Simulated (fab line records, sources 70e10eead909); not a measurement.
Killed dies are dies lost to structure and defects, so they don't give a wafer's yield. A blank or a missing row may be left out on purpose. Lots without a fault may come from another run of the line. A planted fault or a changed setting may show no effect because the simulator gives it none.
One fault seen from 2 desks | flow nand_harc | each desk has only its own numbers; what lay behind them comes last

THE TOOL OWNER'S DESK: litho_track-06
The tool's own readings at NHARC_A_BLC_SOFTBAKE_05 (time 55 s): means of the sampled wafers that have a number, for each lot that ran on this tool. A lot is out of limits, marked OUT, if its mean lies more than 4 standard deviations from the usual mean; the brackets give that distance.
Columns: A = heater_power_total_W at NHARC_A_BLC_SOFTBAKE_05, usual 188.46 W
lot  | first seen here | A
L183 | day 17 04:00    | 188.45
L187 | day 17 14:00    | 188.46
L185 | day 17 19:00    | 188.49
L191 | day 19 06:00    | 207.85 (+99 or more) OUT
L190 | day 19 09:00    | 208.08 (+99 or more) OUT
L201 | day 22 12:00    | 188.34
L206 | day 22 16:00    | 188.40
L205 | day 22 22:00    | 188.41
This desk's finding: out of limits on L190, L191; first on L191, day 19 06:00 (heater_power_total_W at NHARC_A_BLC_SOFTBAKE_05). In limits: L183, L187, L185, L201, L206, L205.

THE DEFECT DESK
What the inspections along the route counted, lot by lot: means of the sampled wafers that have a number. A lot is out of limits, marked OUT, if its mean lies more than 4 standard deviations from the usual mean; the brackets give that distance.
Columns: A = raw_defect_count at NHARC_A_CONTACT_INSPECT_23, usual 447
lot  | first seen here | A
L183 | day 17 04:39    | 651
L186 | day 17 11:50    | 342
L184 | day 17 12:05    | 434
L187 | day 17 14:53    | 388
L185 | day 17 19:00    | 572
L191 | day 19 06:28    | 769
L190 | day 19 09:34    | 596
L195 | day 20 00:00    | 280
L200 | day 21 08:25    | 481
L204 | day 21 23:32    | 369
L201 | day 22 12:10    | 315
L206 | day 22 16:26    | 332
L205 | day 22 22:05    | 429
This desk's finding: nothing out of limits on any of the 13 lots.

PUT TOGETHER
The tool owner's desk could have raised an alarm at day 19 06:00, on L190, L191.
The defect desk saw nothing out of limits.
The defect desk has L190, L191 on record, within its limits.
Of the lots named, all ran NHARC_A_BLC_SOFTBAKE_05 on litho_track-06.

WHAT THE SIMULATOR HAD PUT IN
Process parameter drift: litho_track-06, from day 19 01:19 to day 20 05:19, at NHARC_A_BLC_SOFTBAKE_05. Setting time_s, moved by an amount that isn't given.
Lots struck among those shown: L190, L191.
Hours from the fault's start to each desk's first reading out of limits: the tool owner's desk, 5.
